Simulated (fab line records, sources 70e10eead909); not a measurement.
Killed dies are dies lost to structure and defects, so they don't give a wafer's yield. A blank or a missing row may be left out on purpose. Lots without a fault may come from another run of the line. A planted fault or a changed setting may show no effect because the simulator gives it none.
One fault seen from 3 desks | flow nand_harc | each desk has only its own numbers; what lay behind them comes last

THE TOOL OWNER'S DESK: pecvd_onon-02
The tool's own readings at NHARC_A_ONON_D1_DEP_25 (target thk 1000 nm): means of the sampled wafers that have a number, for each lot that ran on this tool. A lot is out of limits, marked OUT, if its mean lies more than 4 standard deviations from the usual mean; the brackets give that distance.
Columns: A = sih4_flow_sccm at NHARC_A_ONON_D1_DEP_25, usual 209.9 sccm
lot  | first seen here | A
L542 | day 8 02:52     | 210.4
L546 | day 9 20:09     | 210.0
L549 | day 11 07:35    | 210.3
L551 | day 12 13:56    | 209.9
L561 | day 16 04:44    | 210.9
L563 | day 17 02:09    | 208.8
This desk's finding: nothing out of limits on any of the 6 lots.

THE DEFECT DESK
What the inspections along the route counted, lot by lot: means of the sampled wafers that have a number. A lot is out of limits, marked OUT, if its mean lies more than 4 standard deviations from the usual mean; the brackets give that distance.
Columns: A = raw_defect_count at NHARC_A_START_INSPECT_01, usual 3.5; B = raw_defect_count at NHARC_A_CHANNEL_HOLE_D1_INSPECT_12, usual 5.2
lot  | first seen here | A   | B
L542 | day 6 18:05     | 5.7 | 3.0
L543 | day 6 23:52     | 2.0 | 4.0
L544 | day 7 13:40     | 4.3 | 5.3
L546 | day 8 09:13     | 2.7 | 4.7
L547 | day 8 16:28     | 3.3 | 2.0
L548 | day 9 04:33     | 2.7 | 4.3
L549 | day 9 20:29     | 4.3 | 7.7
L550 | day 10 02:14    | 3.3 | 5.7
L551 | day 11 00:41    | 2.7 | 7.0
L553 | day 11 07:33    | 3.3 | 5.3
L552 | day 11 09:23    | 3.3 | 6.7
L556 | day 12 16:37    | 3.3 | 3.7
L561 | day 14 13:35    | 4.3 | -
L563 | day 15 14:49    | 3.0 | -
This desk's finding: nothing out of limits on any of the 14 lots.

THE METROLOGY DESK
What the gauges read, lot by lot, whatever tool the lot ran on: means of the sampled wafers that have a number. A lot is out of limits, marked OUT, if its mean lies more than 4 standard deviations from the usual mean; the brackets give that distance.
Columns: A = cd_nm at NHARC_A_ZERO_WELL_CD_MEAS_10, usual 2000.3 nm; B = thk_nm at NHARC_A_ONON_D1_THK_MEAS_27, usual 1002 nm
lot  | first seen here | A      | B
L542 | day 6 18:47     | 2001.5 | 1022
L543 | day 7 00:42     | 2001.1 | 990
L544 | day 7 14:22     | 1998.4 | 1001
L546 | day 8 09:56     | 2000.9 | 1011
L547 | day 8 17:18     | 1999.9 | 1004
L548 | day 9 05:23     | 2000.1 | 996
L549 | day 9 21:13     | 2001.1 | 990
L550 | day 10 03:05    | 2000.8 | 1009
L551 | day 11 01:24    | 2000.6 | 1011
L553 | day 11 08:23    | 2001.3 | 995
L552 | day 11 10:14    | 2001.0 | 991
L556 | day 12 17:31    | 2000.4 | 996
L561 | day 14 14:26    | 2000.4 | 956 (-4.6) OUT
L563 | day 15 15:43    | 2000.6 | 949 (-5.3) OUT
This desk's finding: out of limits on L561, L563; first on L561, day 16 05:08 (thk_nm at NHARC_A_ONON_D1_THK_MEAS_27). In limits: L542, L543, L544, L546, L547, L548, L549, L550, L551, L553, L552, L556.

PUT TOGETHER
The metrology desk could have raised an alarm at day 16 05:08, on L561, L563.
The tool owner's desk saw nothing out of limits.
The defect desk saw nothing out of limits.
The tool owner's desk has L561, L563 on record, within its limits.
The defect desk has L561, L563 on record, within its limits.
Of the lots named, all ran NHARC_A_ONON_D1_DEP_25 on pecvd_onon-02.

WHAT THE SIMULATOR HAD PUT IN
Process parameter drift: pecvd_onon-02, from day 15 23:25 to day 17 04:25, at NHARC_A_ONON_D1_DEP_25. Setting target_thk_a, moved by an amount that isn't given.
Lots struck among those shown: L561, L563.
Hours from the fault's start to each desk's first reading out of limits: the metrology desk, 6.
